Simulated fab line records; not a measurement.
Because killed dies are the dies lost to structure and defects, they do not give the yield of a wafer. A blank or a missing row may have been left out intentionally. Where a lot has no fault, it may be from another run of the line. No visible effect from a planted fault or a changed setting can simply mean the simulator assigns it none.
Matching of chambers :: flow n5_finfet :: N5_BEOL_M7_ETCH_72 on rie_diel-02: 4 sister chambers
The step etches underlayer in N2/H2, target depth 6.5 nm, time 5.2 s. 4 wafers are shown with their chamber, then 7 later ones without.

WAFERS WITH THEIR CHAMBER
wafer: L078.5
chamber: 3
showerhead_plenum_p_Torr (Torr): 2.65

wafer: L082.5
chamber: 1
showerhead_plenum_p_Torr (Torr): 2.60

wafer: L087.2
chamber: 2
showerhead_plenum_p_Torr (Torr): 2.52

wafer: L087.3
chamber: 0
showerhead_plenum_p_Torr (Torr): 2.73

WAFERS WITHOUT THEIR CHAMBER
wafer: L087.5
showerhead_plenum_p_Torr (Torr): 2.64

wafer: L089.1
showerhead_plenum_p_Torr (Torr): 2.59

wafer: L089.5
showerhead_plenum_p_Torr (Torr): 2.59

wafer: L089.6
showerhead_plenum_p_Torr (Torr): 2.73

wafer: L092.3
showerhead_plenum_p_Torr (Torr): 2.64

wafer: L092.4
showerhead_plenum_p_Torr (Torr): 2.72

wafer: L092.6
showerhead_plenum_p_Torr (Torr): 2.51

WHICH CHAMBER EACH ONE RAN IN
wafer: L087.5
from the rows above: 3
in truth: 3

wafer: L089.1
from the rows above: 1
in truth: 1

wafer: L089.5
from the rows above: 1
in truth: 1

wafer: L089.6
from the rows above: 0
in truth: 0

wafer: L092.3
from the rows above: 3
in truth: 3

wafer: L092.4
from the rows above: 0
in truth: 0

wafer: L092.6
from the rows above: 2
in truth: 2
7 of 7 placed correctly. Can't be placed from these rows: 0. 0 placed wrongly.
How it was worked out, from the rows above alone: a wafer's distance from a chamber is the root of the sum, over the readings, of the square of ((its reading less the chamber's mean) divided by the reading's scatter). If the next closest chamber is less than 2 further off than the closest, the wafer can't be placed; otherwise it belongs to the closest. For every chamber, the mean is computed from those of its wafers that are shown. The scatter: with one shown wafer a chamber, the root of the mean of the squares of how far each hidden wafer lies from its nearest shown one.
